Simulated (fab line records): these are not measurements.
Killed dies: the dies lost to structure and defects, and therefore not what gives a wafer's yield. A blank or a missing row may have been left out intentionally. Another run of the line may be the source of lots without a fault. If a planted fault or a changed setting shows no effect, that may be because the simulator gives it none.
Comparing a struck lot with a sound one    flow nandHarc    15 out of 1302 route steps
Sound: wafers L436.1, L436.2, L436.6. Wafers L443.2, L443.4, L443.6 were the ones struck. At the end, the cause is stated.
For every step that has rows: the tool of each side, followed by ch and its chambers, followed by its first start. Under that, the readings that differ: sound wafers    struck wafers    difference of the means    sigmas: that difference in standard deviations of wafers without a fault.
alike: same words and numbers on both sides, and readings whose means sit less than 2 such deviations apart. not compared: any withheld reading, any reading some wafer has no value for, any bound like >300 that may hide the same value, and any number with overlapping values for which the record gives no deviation.
A row with sigmas, a row that says differs or no value, or rows on one side alone: a step with any of these is where the two part. Non-overlapping numbers with no deviation appear without sigmas and do not part them. Lack of a reading on every wafer of one side parts them only where that side has two or more wafers.

first, 1 step without rows for these wafers: NHARC_A_ONON_D1_DEP_12 (target thk 1000 nm).
NHARC_A_ONON_D1_THK_MEAS_14: measures by ellipsometry.
  sound on filmMetro-02 at day 9 22:07; struck on filmMetro-02 at day 12 21:50
reading     sound        struck          difference  sigmas
thkNm (nm)  986 986 986  1007 1005 1006  +20         +2
then, 2 steps without rows for these wafers: NHARC_A_ONON_D1_ANNEAL_15 (time 3600 s); NHARC_A_ONON_D1_DEP_16 (target thk 1000 nm).
NHARC_A_ONON_D1_THK_MEAS_18: measures by ellipsometry.
  sound on filmMetro-01 at day 10 08:53; struck on filmMetro-02 at day 13 05:41
reading     sound        struck          difference  sigmas
thkNm (nm)  987 983 984  1005 1009 1006  +22         +2
then, no rows for these wafers at 1 step: NHARC_A_ONON_D1_DEP_19 (target thk 1000 nm).
NHARC_A_ONON_D1_THK_MEAS_21: measures by ellipsometry.
  sound on filmMetro-02 at day 10 09:28; struck on filmMetro-02 at day 13 06:15
  alike: thkNm
then, no rows for these wafers at 1 step: NHARC_A_ONON_D1_DEP_22 (target thk 1000 nm).
NHARC_A_ONON_D1_THK_MEAS_24: measures by ellipsometry.
  sound on filmMetro-01 at day 10 10:01; struck on filmMetro-02 at day 13 06:49
  alike: thkNm
then, no rows for these wafers at 1 step: NHARC_A_ONON_D1_DEP_25 (target thk 1000 nm).
NHARC_A_ONON_D1_THK_MEAS_27: measures by ellipsometry.
  sound on filmMetro-01 at day 10 10:35; struck on filmMetro-02 at day 13 07:23
  alike: thkNm
NHARC_A_ONON_D1_DEP_28: target thk 1000 nm.
  sound on pecvdOnon-03 ch 0, day 10 10:38; struck on pecvdOnon-02 ch 0, day 13 07:30
  alike: sih4FlowSccm
NHARC_A_ONON_D1_THK_MEAS_30: measures by ellipsometry.
  sound on filmMetro-01 at day 10 11:09; struck on filmMetro-02 at day 13 07:58
reading     sound           struck       difference  sigmas
thkNm (nm)  1001 1002 1000  642 639 640  -361        -33
NHARC_A_ONON_D1_DEP_33: deposits SiO2, target thk 200 nm.
  sound on pecvd-04 ch 0,2, day 10 11:13; struck on pecvd-01 ch 0,1,2, day 13 08:06
  alike: heaterPowerOuterW, heaterPowerW, throttleValvePct
-- the record jumps here: 16 days lie between the struck wafers' starts before and after (it left off in module A_ONON_D1 and takes up again in module END, whose first step shown is number 1302 of the route) --
NHARC_END_SORT_01:
  the record has rows for the struck wafers here (prober-02 ch 0, day 29 18:44) and none for the sound ones

## WHERE THEY PART
Last at NHARC_END_SORT_01 as far as this record goes, first at NHARC_A_ONON_D1_THK_MEAS_14.

WHY: the cause the simulator had injected
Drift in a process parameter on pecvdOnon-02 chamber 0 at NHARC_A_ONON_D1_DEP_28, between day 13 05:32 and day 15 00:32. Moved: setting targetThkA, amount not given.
